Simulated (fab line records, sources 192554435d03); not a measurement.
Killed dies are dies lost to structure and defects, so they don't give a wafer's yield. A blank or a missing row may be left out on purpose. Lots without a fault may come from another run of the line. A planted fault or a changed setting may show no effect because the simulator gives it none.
Chamber matching | flow n5_finfet | N5_BEOL_M6_ETCH_72 on rie_diel-06: 4 sister chambers
The step etches underlayer in N2/H2, target depth 6.5 nm, time 5.2 s. 22 wafers are shown with their chamber, then 11 later ones without.

WAFERS WITH THEIR CHAMBER
wafer  | chamber | drypump_motor_current_A (A) | showerhead_plenum_p_Torr (Torr) | throttle_valve_pct (%)
L080.1 | 1       | 5.8                         | 2.43                            | 18.07
L080.5 | 1       | 5.8                         | 2.43                            | 18.07
L080.6 | 2       | 5.5                         | 2.56                            | 17.87
L079.1 | 1       | 5.8                         | 2.43                            | 18.08
L079.4 | 3       | 4.9                         | 2.49                            | 18.04
L079.5 | 0       | 5.7                         | 2.49                            | 17.79
L083.4 | 0       | 5.7                         | 2.48                            | 17.78
L083.5 | 0       | 5.7                         | 2.48                            | 17.77
L083.6 | 1       | 5.8                         | 2.42                            | 18.05
L086.2 | 0       | 5.7                         | 2.48                            | 17.79
L086.4 | 3       | 4.9                         | 2.49                            | 18.06
L086.6 | 3       | 4.9                         | 2.49                            | 18.06
L084.1 | 0       | 5.7                         | 2.48                            | 17.78
L084.2 | 2       | 5.6                         | 2.55                            | 17.91
L084.4 | 3       | 4.9                         | 2.49                            | 18.05
L089.1 | 3       | 4.9                         | 2.48                            | 18.09
L089.3 | 2       | 5.5                         | 2.55                            | 17.88
L089.4 | 0       | 5.7                         | 2.48                            | 17.80
L088.4 | 3       | 4.9                         | 2.48                            | 18.07
L088.5 | 0       | 5.7                         | 2.48                            | 17.80
L088.6 | 2       | 5.6                         | 2.55                            | 17.89
L091.2 | 3       | 4.9                         | 2.48                            | 18.08

SIGNATURES (means of the wafers above)
reading                  | chamber 0 | chamber 1 | chamber 2 | chamber 3 | scatter within a chamber
drypump_motor_current_A  | 5.700     | 5.800     | 5.550     | 4.900     | 0.0236
showerhead_plenum_p_Torr | 2.4814    | 2.4275    | 2.5525    | 2.4857    | 0.00476
throttle_valve_pct       | 17.7871   | 18.0675   | 17.8875   | 18.0643   | 0.0147
Rule: a wafer's distance from a chamber is the root of the sum, over the readings, of the square of ((its reading less the chamber's mean) divided by the reading's scatter). The wafer belongs to the nearest chamber; if the next one is less than 2 further off, it can't be placed. The scatter: the root of (the sum of the squares of (reading less its chamber's mean) over the shown wafers, divided by (wafers less chambers)).

WAFERS WITHOUT THEIR CHAMBER
wafer  | drypump_motor_current_A (A) | showerhead_plenum_p_Torr (Torr) | throttle_valve_pct (%)
L091.4 | 4.9                         | 2.48                            | 18.08
L091.5 | 5.6                         | 2.55                            | 17.89
L093.1 | 5.8                         | 2.42                            | 18.10
L093.4 | 5.7                         | 2.48                            | 17.82
L093.5 | 4.9                         | 2.48                            | 18.08
L096.2 | 5.7                         | 2.47                            | 17.81
L096.4 | 5.8                         | 2.42                            | 18.14
L096.6 | 5.7                         | 2.47                            | 17.82
L097.1 | 5.8                         | 2.41                            | 18.15
L097.2 | 5.5                         | 2.54                            | 17.94
L097.6 | 5.8                         | 2.41                            | 18.12

WHICH CHAMBER EACH WENT THROUGH
wafer  | from the rows above | in truth
L091.4 | 3                   | 3
L091.5 | 2                   | 2
L093.1 | 1                   | 1
L093.4 | 0                   | 0
L093.5 | 3                   | 3
L096.2 | 0                   | 0
L096.4 | 1                   | 1
L096.6 | 0                   | 0
L097.1 | 1                   | 1
L097.2 | 2                   | 2
L097.6 | 1                   | 1
Placed correctly: 11 of 11. Can't be placed from these rows: 0. Placed wrongly: 0.
